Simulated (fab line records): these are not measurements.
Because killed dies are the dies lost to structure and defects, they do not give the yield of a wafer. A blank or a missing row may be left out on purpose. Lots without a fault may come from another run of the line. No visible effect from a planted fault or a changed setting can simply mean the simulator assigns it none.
Split-lot experiment ; flow n5Finfet ; 21 wafers read across 7 lots, on a route 1938 steps long

THE SPLIT
At N5_MOL_CONTACT_COAG_EXPOSE_05 (exposes mask CA, defocus 0 nm), the setting doseMj was moved away from the recipe's 38.25 on 10 of the 21 wafers read, by -4.4% to +4.5%. For the rest of the wafers, this setting stayed at what the recipe calls for.

FROM THE SPLIT TO THE READING: what the file shows between them, 2 steps
- N5_MOL_CONTACT_COAG_PEB_06: peb time 60 s
- N5_MOL_CONTACT_COAG_DEVELOP_07: develop time 30 s

THE READING
cdNm (nm) at N5_MOL_CONTACT_COAG_CD_MEAS_08, where the cd target is 28 nm. A value of 27.97 nm with a standard deviation of 0.25 nm is what fault-free wafers of this fab line usually give.

wafer;tool, chamber at the split;doseMj as run;against the recipe;cdNm, nm;against lot-mates on the recipe
L078.1;euvScanner-02, 0;39.8;+4.1%;28.64;+0.83
L078.3;euvScanner-02, 0;38.25;recipe;27.81;-
L078.5;euvScanner-02, 0;39.8;+4.1%;28.54;+0.73
L079.3;euvScanner-02, 0;38.25;recipe;28.40;-
L079.4;euvScanner-02, 0;38.25;recipe;28.15;-
L079.6;euvScanner-02, 0;38.25;recipe;28.36;-
L081.3;euvScanner-02, 0;39.48;+3.2%;28.77;+0.91
L081.4;euvScanner-02, 0;38.25;recipe;27.86;-
L081.6;euvScanner-02, 0;39.48;+3.2%;28.71;+0.85
L085.1;euvScanner-01, 0;38.25;recipe;27.99;-
L085.2;euvScanner-01, 0;38.25;recipe;27.53;-
L085.3;euvScanner-01, 0;39.99;+4.5%;29.22;+1.46
L089.1;euvScanner-02, 0;38.25;recipe;28.16;-
L089.3;euvScanner-02, 0;36.58;-4.4%;27.08;-1.08
L089.4;euvScanner-02, 0;36.58;-4.4%;26.83;-1.33
L092.2;euvScanner-01, 0;39.11;+2.2%;28.56;no lot-mate on the recipe
L092.3;euvScanner-01, 0;39.11;+2.2%;28.55;no lot-mate on the recipe
L092.5;euvScanner-01, 0;39.11;+2.2%;28.77;no lot-mate on the recipe
L093.1;euvScanner-02, 0;38.25;recipe;28.08;-
L093.4;euvScanner-02, 0;38.25;recipe;27.93;-
L093.6;euvScanner-02, 0;38.25;recipe;27.79;-

FIT RESULTS
A straight line over all 21 wafers: cdNm changes by +0.224 nm for each +1% of doseMj; r = +0.92; the points scatter about the line by 0.23 nm.
The same after taking each lot's own level away (the mean of its wafers on the recipe; 18 wafers): +0.261 nm for each +1%; r = +0.97; scatter 0.17 nm.
That fit puts the effect of the largest move of doseMj on the reading at 1.2 nm.
Measured against the standard deviation above, the lots' own levels, which go from 27.760 to 28.303 nm, span 2.2 times it.
Hence the slope depends on the lot-to-lot level, as the two fits are not the same.
Check: with one of the wafers moved furthest among these (+4.5%) left out of the fit, the line predicts +1.09 nm for it against its lot-mates. It came out at +1.46 nm against them.

THESE WAFERS: OTHER SPLITS
These wafers also went through other splits before the reading. Each is held against what the fit with the lots' levels taken away leaves over:
other split on the same wafers;wafers away from the commonest value;r with cdNm (lot level and that fit taken away)
N5_GATE_CUT_EXPOSE_10 doseMj;4;+0.08

THE WHOLE CHAIN: every reading that the file lists as answering this split, in the file's order
step;what it does;reading;change (the file's fit);r (the file's)
N5_MOL_CONTACT_COAG_CD_MEAS_08;target cd 28 nm;cdNm;+0.269 nm for each +1% of the setting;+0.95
N5_MOL_CONTACT_COAG_ETCH_59;etches underlayer in N2/H2, target depth 13 nm, time 10.4 s;MOL_CONTACT_COAG.cdOffsetNm (the simulator's own value, which no gauge read);+0.162 nm for each +1% of the setting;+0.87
N5_MOL_CONTACT_COAG_ETCH_105;etches SiARC in CF4, target depth 15.6 nm, time 26 s;MOL_CONTACT_COAG.cdOffsetNm (the simulator's own value, which no gauge read);+0.168 nm for each +1% of the setting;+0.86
N5_MOL_CONTACT_COAG_CONTACT_ETCH_14;etches SiO2 in C4F6/O2, target depth 27.5 nm, overetch 8.5 nm, time 20 s;MOL_CONTACT_COAG.cdOffsetNm (the simulator's own value, which no gauge read);+0.2 nm for each +1% of the setting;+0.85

THE FILE'S OWN FIT
cdNm changes by +0.269 nm for each +1% of doseMj, r = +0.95.
